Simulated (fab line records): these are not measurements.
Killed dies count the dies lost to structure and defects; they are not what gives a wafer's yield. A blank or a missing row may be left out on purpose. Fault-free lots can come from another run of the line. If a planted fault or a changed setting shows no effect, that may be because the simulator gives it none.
A struck lot beside a sound one    flow n5 finfet    35 out of 1938 route steps
Sound: wafers L815.1, L815.4, L815.6. Struck: wafers L824.2, L824.3, L824.4. The cause comes at the end.
Order at every step that has rows: each side's tool, ch and its chambers, its first start. Under that, the readings that differ: sound wafers    struck wafers    difference of the means    sigmas: that difference in standard deviations of wafers without a fault.
alike: same words and numbers on both sides, and readings whose means sit less than 2 such deviations apart. not compared: any withheld reading, any reading some wafer has no value for, any bound like >300 that may hide the same value, and any number with overlapping values for which the record gives no deviation.
A row with sigmas, a row that says differs or no value, or rows on one side alone: a step with any of these is where the two part. Non-overlapping numbers with no deviation appear without sigmas and do not part them. A reading missing from all wafers of one side parts the sides only when that side holds two or more wafers.

first, 9 steps without rows for these wafers: N5_SD_EPI_N_DEVELOP_08 (develop time 30 s); N5_SD_EPI_N_DESCUM_14 (chemistry O2, time 7.9 s); N5_SD_EPI_N_ETCH_34 (etches SiARC in CF4, target depth 45.5 nm, time 75.8 s); N5_SD_EPI_N_ETCH_35 (etches SOC in N2/H2, overetch 108 nm, time 486 s); N5_SD_EPI_N_STRIP_36 (strips in N2/H2); N5_SD_EPI_N_ETCHBACK_44 (etches SiNx in CH3F/O2, stops on SiO2, target depth 14.5 nm); N5_SD_EPI_N_ETCH_45 (etches SiOCN in CH3F/O2, target depth 6 nm); N5_SD_EPI_N_ETCH_16 (etches SiO2 in CHF3/O2, target depth 5 nm); N5_SD_EPI_N_STRIP_47 (strips in CHF3/O2).
N5_SD_EPI_N_SD_RECESS_17: chemistry HBr/Cl2/O2, target depth 41 nm, time 23.7 s, bt time 3 s.
  sound on rie si-06 ch 0,2, day 3 21:55; struck on rie si-06 ch 1,3, day 6 04:06
reading                                  sound              struck             difference  sigmas
model.Si_of_WELL_APT_EPI_41.thk nm (nm)  8.6 10 8.8         5.2 4.8 5.4        -4.0        
model.etch.depth nm (nm)                 40.69 40.59 40.89  44.46 44.56 44.09  +3.65       
model.SD_EPI_N.feature depth nm (nm)     40.6 40.6 40.8     44.4 44.6 44       +3.7        
  alike: O2_flow_sccm, chamber pressure mTorr, drypump motor current A, oes product au, throttle valve pct
  not compared: rf hours counter h
then, 2 steps without rows for these wafers: N5_SD_EPI_N_STRIP_38 (strips in N2/H2); N5_SD_EPI_N_WET_ETCH_43 (etches SiO2 in dHF, time 14 s, target depth 1.5 nm).
N5_SD_EPI_N_STRIP_18: strips in SPM, time 750 s.
  sound on wet bench-06 ch 3,4,6, day 3 22:07; struck on wet bench-03 ch 4,5,7, day 6 04:17
reading                                  sound        struck     difference  sigmas
model.Si_of_WELL_APT_EPI_41.thk nm (nm)  8.2 9.8 8.4  5 4.4 5.2  -4          
then, 21 steps without rows for these wafers: N5_SD_EPI_N_SRD_20 (time 30 s); N5_SD_EPI_N_PRECLEAN_48 (cleans in NF3:NH3, afs cycles 2, time 20 s, sublimation time 60 s); N5_SD_EPI_N_VAPOR_ETCH_50 (etches Si in HCl, time 54 s); N5_SD_EPI_N_EPI_21 (deposits Si:P, time 690 s); N5_SD_EPI_N_PRECLEAN_24 (cleans in O3/DIW, time 60 s); N5_SD_EPI_N_SRD_25 (time 30 s); N5_SD_EPI_N_PRECLEAN_49 (cleans in NF3:NH3, afs cycles 1, time 20 s, sublimation time 60 s); N5_SD_EPI_N_LINER_46 (material SiNx, target thk 3 nm); N5_SD_EPI_P_COAT_34 (time 60 s, resist thk 350 nm); N5_SD_EPI_P_COAT_35 (time 60 s, resist thk 35 nm); N5_SD_EPI_P_COAT_03 (resist thk 150 nm); N5_SD_EPI_P_EBR_05; N5_SD_EPI_P_SOFTBAKE_04 (time 60 s); N5_SD_EPI_P_EXPOSE_06 (exposes mask SD P BLK, target cd 240 nm); N5_SD_EPI_P_PEB_07 (peb time 60 s); N5_SD_EPI_P_DEVELOP_08 (develop time 30 s); N5_SD_EPI_P_DESCUM_14 (chemistry O2, time 7.9 s); N5_SD_EPI_P_ETCH_36 (etches SiARC in CF4, target depth 45.5 nm, time 75.8 s); N5_SD_EPI_P_ETCH_37 (etches SOC in N2/H2, overetch 108 nm, time 486 s); N5_SD_EPI_P_STRIP_38 (strips in N2/H2); N5_SD_EPI_P_ETCHBACK_46 (etches SiNx in CH3F/O2, stops on SiO2, target depth 17.5 nm).
-- a jump in the record: the struck wafers' starts before and after are 5 days apart (it breaks off in module SD_EPI_P and resumes in module BEOL_M4, where the first step shown is number 1111 of the route) --
N5_BEOL_M4_RC_MEAS_101:
  sound on prober-01 ch 0, day 8 17:53; struck on prober-02 ch 0, day 11 05:46
reading        sound           struck          difference  sigmas
CJ_N           4.30 4.36 4.32  4.63 4.66 4.62  +0.31       +4
SS_N (mV/dec)  71.8 71.3 71.5  72.2 72.6 73.3  +1.2        +2
SS_P (mV/dec)  74.9 74.1 74.5  72.8 72.9 73.4  -1.5        -2
  alike: DIBL_N, DIBL_P, IOFF_N, IOFF_P, ION_N, ION_P, VT_N, VT_P

## WHERE THEY PART
Within this record, at N5_BEOL_M4_RC_MEAS_101 only.

WHY: what the simulator had put in
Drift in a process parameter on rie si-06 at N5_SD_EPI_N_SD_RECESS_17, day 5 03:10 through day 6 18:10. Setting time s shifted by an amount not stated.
